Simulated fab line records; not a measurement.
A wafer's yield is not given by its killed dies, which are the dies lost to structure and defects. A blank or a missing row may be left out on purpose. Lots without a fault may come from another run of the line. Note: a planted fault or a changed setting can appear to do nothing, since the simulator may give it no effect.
Struck lot and sound lot, side by side / flow nand_harc / 14 out of 1302 route steps
Sound: the wafers L991.1, L991.2, L991.3. Wafers L997.1, L997.5, L997.6 were the ones struck. The cause is given at the end.
For every step that has rows: the tool of each side, followed by ch and its chambers, followed by its first start. Under that, the readings that differ: sound wafers / struck wafers / difference of the means / sigmas: that difference in standard deviations of wafers without a fault.
alike: words and numbers the same on both sides, and readings whose means are apart by under 2 such deviations; not compared: readings that were withheld, readings missing a value for some wafer, numbers with overlapping values and no deviation given by the record, and bounds like >300 which may hide the same value.
Wherever a step has rows on one side only, a row that says differs or no value, or a row with sigmas, the two part there. Numbers that have no deviation but don't overlap get no sigmas and don't part them. A reading missing from all wafers of one side parts the sides only when that side holds two or more wafers.

NHARC_A_STAIRCASE_ALD_415: deposits SiO2, target thk 30 nm, pulse time 6 s, ald cycles 300.
  sound on ald_hk-03 ch 1,2,3, day 18 22:31; struck on ald_hk-04 ch 2,3, day 21 07:44
reading=precursor_pulse_height_rel; sound=0.992 0.969 0.964; struck=1.039 1.004 1.016; difference=+0.045; sigmas=+2
  alike: heater_power_w
NHARC_A_STAIRCASE_ETCHBACK_416: etches the open film in C4F8/O2/Ar, target depth 36 nm, time 7.2 s.
  sound on rie_diel-02 ch 0,1,2; struck on rie_diel-12 ch 1,2
  alike: oes_product_au, rf_vpp_V
  not compared: rf_hours_counter_h
NHARC_A_STAIRCASE_STRIP_476: strips in O2, time 20 s.
  sound on rie_diel-02 ch 1,2,3, day 19 00:41; struck on rie_diel-12 ch 0,2,3, day 21 09:42
  alike: drypump_motor_current_A, oes_product_au, rf_vpp_V, showerhead_plenum_p_Torr, throttle_valve_pct
  not compared: rf_hours_counter_h
NHARC_A_STAIRCASE_DEP_417: deposits Si3N4, target thk 60 nm.
  sound on pecvd-02 ch 0,1,2, day 19 00:49; struck on pecvd-01 ch 0,1,2, day 21 09:47
  alike: heater_power_outer_w, heater_power_w
then, 5 steps without rows for these wafers: NHARC_A_STAIRCASE_WET_418 (chemistry H3PO4, target depth 20 nm); NHARC_A_STAIRCASE_PRECLEAN_419 (cleans in SC1); NHARC_A_STAIRCASE_SRD_421; NHARC_A_STAIRCASE_ALD_420 (deposits SiO2, target thk 20 nm, pulse time 6 s, ald cycles 200); NHARC_A_STAIRCASE_CVD_552 (deposits SiNx, target thk 40 nm).
NHARC_A_STAIRCASE_DEP_151: deposits SiO2, target thk 7200 nm.
  sound on pecvd-01 ch 0,1,2, day 19 13:43; struck on pecvd-02 ch 1,2, day 21 18:32
  alike: heater_power_outer_w, heater_power_w
then, 1 step without rows for these wafers: NHARC_A_STAIRCASE_ANNEAL_320 (time 1800 s).
NHARC_A_STAIRCASE_DEP_322: deposits SiO2, target thk 7200 nm.
  sound on pecvd-03 ch 0,1,2, day 19 21:32; struck on pecvd-03 ch 0,1,2, day 22 05:11
  no value came back on the struck wafers for heater_power_outer_w (W), heater_power_w (W); on the sound wafers heater_power_outer_w (W) reads 346 428 412
then, 1 step without rows for these wafers: NHARC_A_STAIRCASE_ANNEAL_323 (time 1800 s).
NHARC_END_SORT_01:
  the record has rows for the sound wafers here (prober-01 ch 0, day 26 01:41) and none for the struck ones

== WHERE THEY PART ==
Last at NHARC_END_SORT_01 as far as this record goes, first at NHARC_A_STAIRCASE_ALD_415.

WHY: whatever the simulator had introduced
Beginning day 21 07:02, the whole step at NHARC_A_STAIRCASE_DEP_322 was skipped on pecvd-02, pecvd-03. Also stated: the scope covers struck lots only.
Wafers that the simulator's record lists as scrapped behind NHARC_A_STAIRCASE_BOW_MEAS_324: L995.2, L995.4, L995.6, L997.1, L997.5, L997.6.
